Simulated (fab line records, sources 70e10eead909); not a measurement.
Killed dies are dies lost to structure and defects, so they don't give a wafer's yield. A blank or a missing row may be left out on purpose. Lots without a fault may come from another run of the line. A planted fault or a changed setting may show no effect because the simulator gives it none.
A struck lot beside a sound one | flow nand_harc | 36 steps out of a route of 1159
Sound: wafers L977.2, L977.5, L977.6. Struck: wafer L983.3. (L983.5, L983.6 of the same lot were not struck and are left out.) The cause comes at the end.
At each step with rows: each side's tool, then ch and its chambers, then its first start. Under that, the readings that differ: sound wafers | struck wafers | difference of the means | sigmas: that difference in standard deviations of wafers without a fault.
alike: readings whose means differ by less than 2 such deviations, and words and numbers that are the same on both sides. not compared: withheld readings, readings that some wafer has no value for, bounds like >300 that may hide the same value, and numbers for which the record gives no deviation and whose values overlap.
The two part at a step that has a row with sigmas, a row that says differs or no value, or rows on one side only. Numbers that don't overlap but have no deviation are shown without sigmas and don't part them. A reading that every wafer of one side lacks parts them only if that side has two wafers or more.

first, 3 steps without rows for these wafers: NHARC_A_STAIRCASE_PEB_439 (peb time 130 s); NHARC_A_STAIRCASE_DEVELOP_440 (time 140 s); NHARC_A_STAIRCASE_HARDBAKE_442 (time 140 s).
NHARC_A_STAIRCASE_DESCUM_443: chemistry O2, time 3 s.
  sound on rie_diel-06 ch 0,2,3, day 14 14:34; struck on rie_diel-05 ch 3, day 15 18:23
  reading      | sound          | struck | difference | sigmas
  rf_vpp_V (V) | 56.8 57.8 57.2 | 59.2   | +1.9       | +2
  alike: chamber_pressure_mTorr, drypump_motor_current_A, o2_flow_sccm, oes_product_au, showerhead_plenum_p_Torr, throttle_valve_pct
  not compared: rf_hours_counter_h
NHARC_A_STAIRCASE_ETCH_444: etches the open film in C4F8/O2, target depth 10200 nm, time 3400 s.
  sound on rie_diel-06 ch 1,2,3, day 14 15:20; struck on rie_diel-05 ch 2, day 15 18:56
  reading                        | sound                | struck | difference | sigmas
  chamber_pressure_mTorr (mTorr) | 25.010 24.990 24.977 | 25.038 | +0.046     | +2
  alike: oes_product_au, rf_vpp_V
  not compared: rf_hours_counter_h
NHARC_A_STAIRCASE_STRIP_446: strips in O2.
  sound on plasma_asher-02 ch 0,1, day 14 16:53; struck on plasma_asher-01 ch 0, day 15 20:49
  reading    | sound                | struck | difference | sigmas
  temp_c (C) | 249.55 249.85 249.88 | 250.14 | +0.38      | +2
  alike: drypump_motor_current_A, heater_power_w
  not compared: rf_hours_counter_h
then, 3 steps without rows for these wafers: NHARC_A_STAIRCASE_STRIP_447 (strips in SPM, time 900 s); NHARC_A_STAIRCASE_PRECLEAN_448 (cleans in SC1); NHARC_A_STAIRCASE_SRD_449.
NHARC_A_STAIRCASE_CMP_450: polishes SiO2, target thk 200 nm.
  sound on cmp-02 ch 0,2,3, day 14 17:42; struck on cmp-02 ch 2, day 15 21:33
  alike: motor_current_A, slurry_filter_dp_kPa
NHARC_A_STAIRCASE_CMP_152: polishes.
  sound on cmp-02 ch 0,2,3, day 14 17:47; struck on cmp-02 ch 2, day 15 21:38
  alike: motor_current_A, slurry_filter_dp_kPa
then, 7 steps without rows for these wafers: NHARC_A_STAIRCASE_SRD_154; NHARC_A_STAIRCASE_ETCH_403 (etches SiO2 in dHF, target depth 108.2 nm); NHARC_A_STAIRCASE_ETCHBACK_422 (etches the open film in CH3F/O2, target depth 40 nm, time 74.286 s); NHARC_A_STAIRCASE_ETCH_423 (etches SiO2 in dHF, target depth 30 nm); NHARC_A_STAIRCASE_ETCHBACK_157 (etches the open film in CH3F/O2, target depth 90 nm, time 167.14 s); NHARC_A_STAIRCASE_STRIP_475 (strips in O2, time 20 s); NHARC_A_STAIRCASE_DEP_471 (deposits SiO2, target thk 100 nm).
NHARC_A_STAIRCASE_CMP_472: polishes SiO2.
  sound on cmp-03 ch 0,2,3, day 14 19:19; struck on cmp-03 ch 3, day 15 22:59
  alike: motor_current_A, slurry_filter_dp_kPa
then, 12 steps without rows for these wafers: NHARC_A_STAIRCASE_SRD_474; NHARC_A_SGD_CUT_DEP_00 (deposits SiNx, target thk 50 nm); NHARC_A_SGD_CUT_DEHYDRATE_01 (time 120 s); NHARC_A_SGD_CUT_HMDS_02 (time 30 s); NHARC_A_SGD_CUT_COAT_56 (time 75 s); NHARC_A_SGD_CUT_COAT_57 (time 65 s); NHARC_A_SGD_CUT_COAT_03 (resist thk 90 nm); NHARC_A_SGD_CUT_SOFTBAKE_04 (time 55 s); NHARC_A_SGD_CUT_EBR_05; NHARC_A_SGD_CUT_EXPOSE_06 (exposes mask SGD); NHARC_A_SGD_CUT_PEB_07 (peb time 65 s); NHARC_A_SGD_CUT_DEVELOP_08 (develop time 35 s).
NHARC_A_SGD_CUT_CD_MEAS_09: target cd 100 nm.
  sound on cd_sem-02 ch 0, day 14 20:23; struck on cd_sem-03 ch 0, day 16 00:07
  alike: cd_nm
NHARC_A_SGD_CUT_OVL_MEAS_10:
  sound on overlay-01, day 14 20:29; struck on overlay-01, day 16 00:12
  alike: overlay_x_nm, overlay_y_nm
NHARC_A_SGD_CUT_DESCUM_14: chemistry O2, time 3 s.
  sound on rie_diel-07 ch 0,1, day 14 20:35; struck on rie_diel-07 ch 3, day 16 01:47
  reading                     | sound       | struck                   | difference                   | sigmas
  hold                        | - - -       | await_dispo/1.3h/release | no value on the sound wafers |
  drypump_motor_current_A (A) | 5.4 5.7 5.3 | 6.6                      | +1.1                         | +2
  alike: chamber_pressure_mTorr, o2_flow_sccm, oes_product_au, rf_vpp_V, showerhead_plenum_p_Torr, throttle_valve_pct
  not compared: rf_hours_counter_h
then, 1 step without rows for these wafers: NHARC_A_SGD_CUT_ETCH_58 (etches the open film in CF4, target depth 39 nm, time 65 s).
-- the record jumps here: 6 days lie between the struck wafers' starts before and after (it left off in module A_SGD_CUT and takes up again in module END, whose first step shown is number 1159 of the route) --
NHARC_END_SORT_01:
  the record has rows for the struck wafers here (prober-01 ch 0, day 21 14:03) and none for the sound ones

WHERE THEY PART
First at NHARC_A_STAIRCASE_DESCUM_443; last, within this record, at NHARC_END_SORT_01.

WHY: what the simulator had put in
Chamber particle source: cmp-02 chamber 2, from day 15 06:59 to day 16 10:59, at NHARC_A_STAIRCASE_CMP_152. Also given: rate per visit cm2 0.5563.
